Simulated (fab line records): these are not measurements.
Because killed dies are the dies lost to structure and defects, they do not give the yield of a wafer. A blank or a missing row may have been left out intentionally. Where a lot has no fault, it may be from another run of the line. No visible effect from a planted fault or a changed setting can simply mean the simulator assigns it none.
Which tool is to blame?	flow n5 finfet	Sampling: 10 lots, 30 wafers, 6 of 1938 route steps

== WHAT EACH GAUGE READ, for each wafer ==
N5_WELL_APT_OVL_MEAS_09. Usual: NWELL_OVL gives -7 nm (standard deviation 5.9).
lot	measured	on	NWELL_OVL (nm)	flag
L951	day 1 13:46	overlay-01	4 -5 -7	
L954	day 2 07:40	overlay-01	-14 -5 -10	
L956	day 2 20:08	overlay-01	-7 -5 -13	
L957	day 3 01:59	overlay-01	-6 -13 -14	
L961	day 4 01:50	overlay-01	-3 -1 -12	
L962	day 4 07:43	overlay-01	-11 -9 -7	
L963	day 4 13:43	overlay-02	-13 -11 -3	
L970	day 6 07:50	overlay-01	-8 1 -4	
L971	day 6 14:01	overlay-02	3 -9 -7	
L974	day 7 07:43	overlay-01	4 -6 7	

N5_PMOS_HMC_CHANNEL_EPI_OVL_MEAS_10. Usual: PMOS_HMC_BLK_OVL gives 0.0 nm (standard deviation 0.82).
lot	measured	on	PMOS_HMC_BLK_OVL (nm)	flag
L951	day 1 17:17	overlay-02	0.7 -0.6 0.8	
L954	day 2 11:21	overlay-02	0.2 -0.3 0.6	
L956	day 2 23:33	overlay-01	69.2 69.8 70.2	OFF
L957	day 3 05:38	overlay-01	74.4 74.4 74.2	OFF
L961	day 4 06:46	overlay-02	0.0 -0.1 -0.7	
L962	day 4 11:35	overlay-02	1.1 0.1 0.2	
L963	day 4 17:06	overlay-02	-0.6 0.2 0.4	
L970	day 6 11:23	overlay-02	-1.2 -0.9 -0.2	
L971	day 6 17:42	overlay-01	0.5 0.0 1.1	
L974	day 7 11:13	overlay-01	-0.8 2.0 0.0	

N5_BEOL_M4_RC_MEAS_101. Usual: DIBL_N 36.9 mV/V, standard deviation 1.7; DIBL_P 36.7 mV/V, standard deviation 2.1; IOFF_N 0.17 nA/um, standard deviation 0.032; IOFF_P 0.22 nA/um, standard deviation 0.036; ION_N 674 uA/um, standard deviation 12; ION_P 461 uA/um, standard deviation 7; SS_N 71.7 mV/dec, standard deviation 0.6; SS_P 73.4 mV/dec, standard deviation 0.67; VT_N 249 mV, standard deviation 3.1; VT_P -250 mV, standard deviation 3.2.
lot	measured	on	DIBL_N (mV/V)	DIBL_P (mV/V)	IOFF_N (nA/um)	IOFF_P (nA/um)	ION_N (uA/um)	ION_P (uA/um)	SS_N (mV/dec)	SS_P (mV/dec)	VT_N (mV)	VT_P (mV)	flag
L951	day 8 01:31	prober-01	35.5 36.4 35.7	35.5 36.6 34.9	0.14 0.15 0.14	0.18 0.20 0.18	657 674 666	448 464 456	71.7 71.3 70.9	72.8 73.2 73.1	253 254 250	-254 -251 -251	
L954	day 8 14:13	prober-02	32.8 35.9 34.4	32.8 35.1 32.9	0.12 0.16 0.14	0.17 0.20 0.17	660 663 652	454 454 446	70.6 71.8 71.6	72.8 72.8 72.2	255 250 252	-252 -252 -251	
L956	day 9 05:38	prober-02	38.0 35.7 37.3	40.4 36.3 39.3	0.20 0.16 0.18	0.27 0.20 0.26	687 670 671	469 464 463	72.1 71.7 72.3	73.6 72.8 73.7	244 248 248	-246 -251 -248	
L957	day 9 04:58	prober-01	38.8 36.9 37.5	41.7 38.2 38.4	0.23 0.18 0.19	0.27 0.21 0.21	694 676 683	468 452 456	72.2 71.8 71.6	74.3 73.9 74.3	245 250 248	-251 -252 -254	
L961	day 11 08:37	prober-01	38.3 40.4 38.5	37.3 39.3 36.5	0.18 0.24 0.20	0.23 0.27 0.22	684 692 680	461 472 458	72.0 72.4 72.6	73.8 74.3 74.3	250 246 248	-252 -249 -250	
L962	day 10 15:55	prober-01	36.1 34.8 35.1	35.3 34.0 34.4	0.15 0.13 0.14	0.22 0.19 0.19	668 656 665	466 457 459	71.4 70.9 71.9	72.6 71.8 72.7	250 253 252	-246 -252 -249	
L963	day 11 00:52	prober-01	37.7 34.9 36.2	38.5 36.7 37.5	0.19 0.14 0.16	0.26 0.21 0.23	688 677 677	475 466 461	72.3 70.8 72.2	73.5 73.7 72.3	248 253 248	-245 -249 -246	
L970	day 12 21:56	prober-01	37.1 36.4 38.0	37.7 35.5 38.3	0.17 0.15 0.21	0.27 0.22 0.28	679 668 702	465 461 472	72.8 71.0 73.2	73.5 73.3 74.1	248 252 244	-245 -245 -245	
L971	day 13 01:27	prober-01	35.4 37.0 35.2	37.3 37.7 37.1	0.16 0.17 0.15	0.21 0.22 0.21	681 682 682	464 465 461	71.1 70.8 71.0	73.6 73.7 73.0	248 248 250	-250 -249 -249	
L974	day 14 00:20	prober-01	39.1 37.7 39.5	38.5 37.1 39.5	0.18 0.16 0.19	0.23 0.22 0.26	663 659 681	460 458 467	71.9 72.1 72.8	74.1 73.7 73.8	251 252 251	-249 -248 -247	

== WHICH TOOL RAN EACH LOT (tool, then ch and the chambers of the sampled wafers, then the start) ==
lot	N5_WELL_APT_EPI_41	N5_PMOS_HMC_CHANNEL_EPI_HM_DEP_34	N5_PMOS_HMC_CHANNEL_EPI_EXPOSE_06
L951	epi rpcvd-04 ch 0, day 1 16:19	pecvd-03 ch 0,1,2, day 1 16:59	arfi scanner-01 ch 0, day 1 17:08
L954	epi rpcvd-03 ch 0, day 2 10:19	pecvd-01 ch 0,1, day 2 10:55	arfi scanner-02 ch 0, day 2 11:13
L956	epi rpcvd-04 ch 0, day 2 22:37	pecvd-02 ch 0,1, day 2 23:06	arfi scanner-02 ch 0, day 2 23:24
L957	epi rpcvd-02 ch 0, day 3 04:40	pecvd-03 ch 0,1,2, day 3 05:20	arfi scanner-02 ch 0, day 3 05:29
L961	epi rpcvd-03 ch 0, day 4 05:40	pecvd-02 ch 0,1,2, day 4 06:20	arfi scanner-01 ch 0, day 4 06:37
L962	epi rpcvd-02 ch 0, day 4 10:33	pecvd-02 ch 0,1, day 4 11:07	arfi scanner-03 ch 0, day 4 11:25
L963	epi rpcvd-03 ch 0, day 4 16:07	pecvd-03 ch 0,1, day 4 16:47	arfi scanner-03 ch 0, day 4 16:56
L970	epi rpcvd-02 ch 0, day 6 10:17	pecvd-02 ch 0,1,2, day 6 10:58	arfi scanner-01 ch 0, day 6 11:14
L971	epi rpcvd-02 ch 0, day 6 17:01	pecvd-01 ch 0,1,2, day 6 17:24	arfi scanner-01 ch 0, day 6 17:34
L974	epi rpcvd-02 ch 0, day 7 10:22	pecvd-01 ch 0,2, day 7 10:46	arfi scanner-01 ch 0, day 7 11:04
- N5_WELL_APT_EPI_41: deposits Si from SiH4/H2, target thk 50 nm, time 297.7 s.
- N5_PMOS_HMC_CHANNEL_EPI_HM_DEP_34: deposits SiO2 from TEOS/O2, target thk 36 nm, time 6.9 s.
- N5_PMOS_HMC_CHANNEL_EPI_EXPOSE_06: exposes mask PMOS HMC BLK, target cd 240 nm.

== AS READ BY THE TOOLS THEMSELVES (means over the sampled wafers that have a number; for cases with no such wafer, the mark the record gives instead) ==
N5_WELL_APT_EPI_41. Usual: throttle valve pct at 11.36 %, with a standard deviation of 0.25.
lot	tool	throttle valve pct (%)	flag
L951	epi rpcvd-04	11.12	
L954	epi rpcvd-03	11.57	
L956	epi rpcvd-04	11.12	
L957	epi rpcvd-02	11.34	
L961	epi rpcvd-03	11.61	
L962	epi rpcvd-02	11.29	
L963	epi rpcvd-03	11.72	
L970	epi rpcvd-02	11.26	
L971	epi rpcvd-02	11.48	
L974	epi rpcvd-02	11.36	

N5_PMOS_HMC_CHANNEL_EPI_HM_DEP_34. Usual: heater power w 551 W, standard deviation 100; showerhead plenum p Torr 8.36 Torr, standard deviation 0.041; throttle valve pct 18.8 %, standard deviation 0.79.
lot	tool	heater power w (W)	showerhead plenum p Torr (Torr)	throttle valve pct (%)	flag
L951	pecvd-03	502	8.36	18.5	
L954	pecvd-01	485	8.35	18.7	
L956	pecvd-02	534	8.38	18.9	
L957	pecvd-03	526	8.35	18.5	
L961	pecvd-02	583	8.35	18.7	
L962	pecvd-02	638	8.38	19.6	
L963	pecvd-03	509	8.33	19.4	
L970	pecvd-02	663	8.36	18.8	
L971	pecvd-01	605	8.37	19.1	
L974	pecvd-01	554	8.32	18.6	

N5_PMOS_HMC_CHANNEL_EPI_EXPOSE_06. Usual: exposure dose mJ cm2 40.97, standard deviation 0.04; reticle temp C 23.04 C, standard deviation 0.1.
lot	tool	exposure dose mJ cm2	reticle temp C (C)	flag
L951	arfi scanner-01	40.96	23.03	
L954	arfi scanner-02	40.98	23.07	
L956	arfi scanner-02	40.99	23.05	
L957	arfi scanner-02	40.95	23.04	
L961	arfi scanner-01	40.92	23.09	
L962	arfi scanner-03	40.94	23.01	
L963	arfi scanner-03	40.92	23.04	
L970	arfi scanner-01	40.94	22.93	
L971	arfi scanner-01	40.94	23.03	
L974	arfi scanner-01	40.97	23.14	

== THE ANSWER, worked out from the rows above alone ==
Rule: take the mean of a lot's wafers that have a number; if it is more than 3 standard deviations from the usual mean, the lot is off. Also off: a lot with no number at a reading for which 4 or more lots have one. All remaining lots with rows at the step are treated as sound. The gauges are gone through in route order, then the tools' own readings, and for those a lot's mean is taken as printed above. At the first step where some lot is off, the reading lying furthest off is the one used; lots without a number count as furthest.
Off: at N5_PMOS_HMC_CHANNEL_EPI_OVL_MEAS_10 (PMOS_HMC_BLK_OVL), L956, L957.
A tool fits if, at a process step before that reading, it ran every lot that is off, and no sound lot after the first of them. The gauges at N5_PMOS_HMC_CHANNEL_EPI_OVL_MEAS_10 are tried like those tools. One fits: N5_PMOS_HMC_CHANNEL_EPI_EXPOSE_06 on arfi scanner-02. A fault onset in the window from L954 (day 2 11:13, its last sound lot) to L956 (day 2 23:24, its first lot off) fits.

== WHAT THE SIMULATOR HAD INSERTED ==
Scanner matching overlay: arfi scanner-02, from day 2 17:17 on, at N5_PMOS_HMC_CHANNEL_EPI_EXPOSE_06. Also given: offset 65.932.
Struck lots among those shown: L956, L957. The same result came from the rule above.
